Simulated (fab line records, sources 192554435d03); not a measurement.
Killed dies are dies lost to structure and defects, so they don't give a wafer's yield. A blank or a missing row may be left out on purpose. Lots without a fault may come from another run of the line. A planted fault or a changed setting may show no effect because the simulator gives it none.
Chamber matching | flow n5_finfet | N5_BEOL_M4_ALD_98 on ald_sin-03: 4 sister chambers
The step deposits SiO2, target thk 2.5 nm, pulse time 1 s, co reactant pulse time 1 s. 14 wafers are shown with their chamber, then 7 later ones without.

WAFERS WITH THEIR CHAMBER
wafer  | chamber | heater_power_w (W) | precursor_pulse_height_rel | susceptor_temp_C (C)
L075.3 | 0       | 84                 | 0.996                      | 99.93
L075.4 | 2       | 78                 | 0.977                      | 100.09
L075.5 | 2       | 77                 | 0.994                      | 99.97
L080.1 | 3       | 81                 | 1.039                      | 99.91
L080.2 | 0       | 83                 | 1.001                      | 99.97
L080.4 | 2       | 76                 | 0.991                      | 100.06
L082.1 | 0       | 80                 | 1.020                      | 99.86
L082.4 | 3       | 81                 | 1.015                      | 100.21
L082.6 | 2       | 80                 | 0.995                      | 99.77
L085.2 | 1       | 91                 | 1.007                      | 99.99
L085.5 | 1       | 89                 | 1.018                      | 99.79
L085.6 | 2       | 78                 | 1.022                      | 100.12
L088.1 | 0       | 83                 | 1.002                      | 99.92
L088.3 | 2       | 78                 | 0.964                      | 100.12

SIGNATURES (means of the wafers above)
reading                    | chamber 0 | chamber 1 | chamber 2 | chamber 3 | scatter within a chamber
heater_power_w             | 82.50     | 90.00     | 77.83     | 81.00     | 1.41
precursor_pulse_height_rel | 1.00475   | 1.01250   | 0.99050   | 1.02700   | 0.0161
susceptor_temp_C           | 99.9200   | 99.8900   | 100.0217  | 100.0600  | 0.128
Rule: a wafer's distance from a chamber is the root of the sum, over the readings, of the square of ((its reading less the chamber's mean) divided by the reading's scatter). The wafer belongs to the nearest chamber; if the next one is less than 2 further off, it can't be placed. The scatter: the root of (the sum of the squares of (reading less its chamber's mean) over the shown wafers, divided by (wafers less chambers)).

WAFERS WITHOUT THEIR CHAMBER
wafer  | heater_power_w (W) | precursor_pulse_height_rel | susceptor_temp_C (C)
L088.4 | 80                 | 1.023                      | 100.25
L095.1 | 79                 | 0.981                      | 99.77
L095.4 | 78                 | 1.011                      | 99.73
L095.6 | 79                 | 0.998                      | 100.19
L097.2 | 81                 | 0.984                      | 99.93
L097.4 | 81                 | 1.019                      | 100.02
L097.6 | 91                 | 0.995                      | 100.20

WHICH CHAMBER EACH WENT THROUGH
wafer  | from the rows above          | in truth
L088.4 | can't be placed: 3 or 2 or 0 | 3
L095.1 | can't be placed: 2 or 0 or 3 | 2
L095.4 | can't be placed: 2 or 3 or 0 | 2
L095.6 | can't be placed: 2 or 3 or 0 | 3
L097.2 | can't be placed: 0 or 2 or 3 | 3
L097.4 | can't be placed: 3 or 0      | 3
L097.6 | 1                            | 1
Placed correctly: 1 of 7. Can't be placed from these rows: 6 (the true chamber is among the candidates in 6). Placed wrongly: 0.
